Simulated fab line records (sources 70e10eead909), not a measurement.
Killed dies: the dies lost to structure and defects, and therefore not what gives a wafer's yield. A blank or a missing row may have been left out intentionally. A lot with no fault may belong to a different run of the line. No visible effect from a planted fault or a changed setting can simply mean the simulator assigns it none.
A lot that was struck, set against a sound lot -- flow nandHarc -- 39 steps out of a route of 1302
Sound: these wafers, L244.1, L244.3, L244.4. Struck: wafer L256.2 (left out: L256.5, L256.6 of the same lot, which were not struck); the cause appears at the end.
For every step that has rows: the tool of each side, followed by ch and its chambers, followed by its first start. Under that, the readings that differ: sound wafers -- struck wafers -- difference of the means -- sigmas: that difference in standard deviations of wafers without a fault.
alike: a reading whose means differ by less than 2 such deviations, as well as words and numbers matching on both sides. not compared: withheld readings; readings where some wafer has no value; bounds like >300 that might hide an equal value; numbers whose values overlap and for which the record gives no deviation.
The two part at a step that has a row with sigmas, a row that says differs or no value, or rows on one side only. Non-overlapping numbers with no deviation appear without sigmas and do not part them. A reading missing from all wafers of one side parts the sides only when that side holds two or more wafers.

first, 4 steps without rows for these wafers: NHARC_A_STAIRCASE_PEB_266 (peb time 130 s); NHARC_A_STAIRCASE_DEVELOP_267 (time 140 s); NHARC_A_STAIRCASE_HARDBAKE_269 (time 140 s); NHARC_A_STAIRCASE_DESCUM_270 (chemistry O2, time 3 s).
NHARC_A_STAIRCASE_ETCH_271: etches the open film in CF4/CHF3.
  sound on rieDiel-04 ch 0,1,2, day 18 04:19; struck on rieDiel-01 ch 0, day 22 23:35
reading,sound,struck,difference,sigmas
rfHoursCounterH (h),14 14 14,45,+31,
  alike: cf4FlowSccm, drypumpMotorCurrentA, oesProductAu, rfVppV, showerheadPlenumPTorr, throttleValvePct
then, 4 steps without rows for these wafers: NHARC_A_STAIRCASE_HM_OPEN_457 (chemistry O2/COS); NHARC_A_STAIRCASE_STRIP_458 (strips in O2/COS); NHARC_A_STAIRCASE_ETCH_451 (etches the open film in CF4/O2, target depth 30 nm, overetch 3 nm, time 16.5 s); NHARC_A_STAIRCASE_ETCH_273 (etches the open film in C4F8/O2/Ar, target depth 10200 nm, time 2468.6 s).
NHARC_A_STAIRCASE_STRIP_274: strips in O2.
  sound on rieDiel-04 ch 0,1,2; struck on rieDiel-01 ch 3
reading,sound,struck,difference,sigmas
rfHoursCounterH (h),15 15 16,44,+29,
  alike: drypumpMotorCurrentA, oesProductAu, rfVppV, showerheadPlenumPTorr, throttleValvePct
then, 1 step without rows for these wafers: NHARC_A_STAIRCASE_STRIP_275 (strips in SPM, time 900 s).
NHARC_A_STAIRCASE_PRECLEAN_276: cleans in SC1.
  sound on wetBench-02 ch 1,3,6, day 18 07:17; struck on wetBench-02 ch 0,5,6, day 23 02:03
then, 1 step without rows for these wafers: NHARC_A_STAIRCASE_SRD_277.
NHARC_A_STAIRCASE_HM_DEP_459: deposits aC, target thk 1500 nm.
  sound on aclDep-03 ch 0, day 18 07:46; struck on aclDep-03 ch 0, day 23 02:49
  alike: throttleValvePct
  not compared: susceptorTempC
then, 14 steps without rows for these wafers: NHARC_A_STAIRCASE_DEP_280 (deposits SiON, target thk 30 nm); NHARC_A_STAIRCASE_DEHYDRATE_281 (time 120 s); NHARC_A_STAIRCASE_HMDS_282 (time 30 s); NHARC_A_STAIRCASE_COAT_283; NHARC_A_STAIRCASE_SOFTBAKE_284 (time 170 s); NHARC_A_STAIRCASE_EBR_285; NHARC_A_STAIRCASE_EXPOSE_286 (exposes mask CHOP 100); NHARC_A_STAIRCASE_PEB_287 (peb time 130 s); NHARC_A_STAIRCASE_DEVELOP_288 (time 140 s); NHARC_A_STAIRCASE_HARDBAKE_290 (time 140 s); NHARC_A_STAIRCASE_DESCUM_291 (chemistry O2, time 3 s); NHARC_A_STAIRCASE_ETCH_292 (etches the open film in CF4/CHF3); NHARC_A_STAIRCASE_HM_OPEN_460 (chemistry O2/COS); NHARC_A_STAIRCASE_STRIP_461 (strips in O2/COS).
NHARC_A_STAIRCASE_ETCH_452: etches the open film in CF4/O2, target depth 30 nm, overetch 3 nm, time 16.5 s.
  sound on rieDiel-01 ch 1,2,3; struck on rieDiel-01 ch 1, day 23 06:03
reading,sound,struck,difference,sigmas
oesProductAu (a.u.),0.995 0.973 0.998,0.962,-0.027,-2
rfHoursCounterH (h),10 12 11,53,+42,
  alike: cf4FlowSccm, drypumpMotorCurrentA, rfVppV, showerheadPlenumPTorr, throttleValvePct
then, 5 steps without rows for these wafers: NHARC_A_STAIRCASE_ETCH_294 (etches the open film in C4F8/O2/Ar, target depth 4989 nm, time 1211.6 s); NHARC_A_STAIRCASE_STRIP_295 (strips in O2); NHARC_A_STAIRCASE_STRIP_296 (strips in SPM, time 900 s); NHARC_A_STAIRCASE_PRECLEAN_297 (cleans in SC1); NHARC_A_STAIRCASE_SRD_298.
NHARC_A_STAIRCASE_HM_DEP_462: deposits aC, target thk 800 nm.
  sound on aclDep-01 ch 0, day 18 13:05; struck on aclDep-01 ch 0, day 23 09:01
  alike: throttleValvePct
  not compared: susceptorTempC
then, 3 steps without rows for these wafers: NHARC_A_STAIRCASE_DEP_301 (deposits SiON, target thk 30 nm); NHARC_A_STAIRCASE_DEHYDRATE_302 (time 120 s); NHARC_A_STAIRCASE_HMDS_303 (time 30 s).
-- the record jumps here: 7 days lie between the struck wafers' starts before and after (it left off in module A_STAIRCASE and takes up again in module END, whose first step shown is number 1302 of the route) --
NHARC_END_SORT_01:
  here the record holds rows for the struck wafers (prober-01 ch 0, day 30 18:52) but none for the sound ones

== WHERE THEY PART ==
Earliest at NHARC_A_STAIRCASE_ETCH_452; latest, in this record, at NHARC_END_SORT_01.

WHY: what the simulator had put in
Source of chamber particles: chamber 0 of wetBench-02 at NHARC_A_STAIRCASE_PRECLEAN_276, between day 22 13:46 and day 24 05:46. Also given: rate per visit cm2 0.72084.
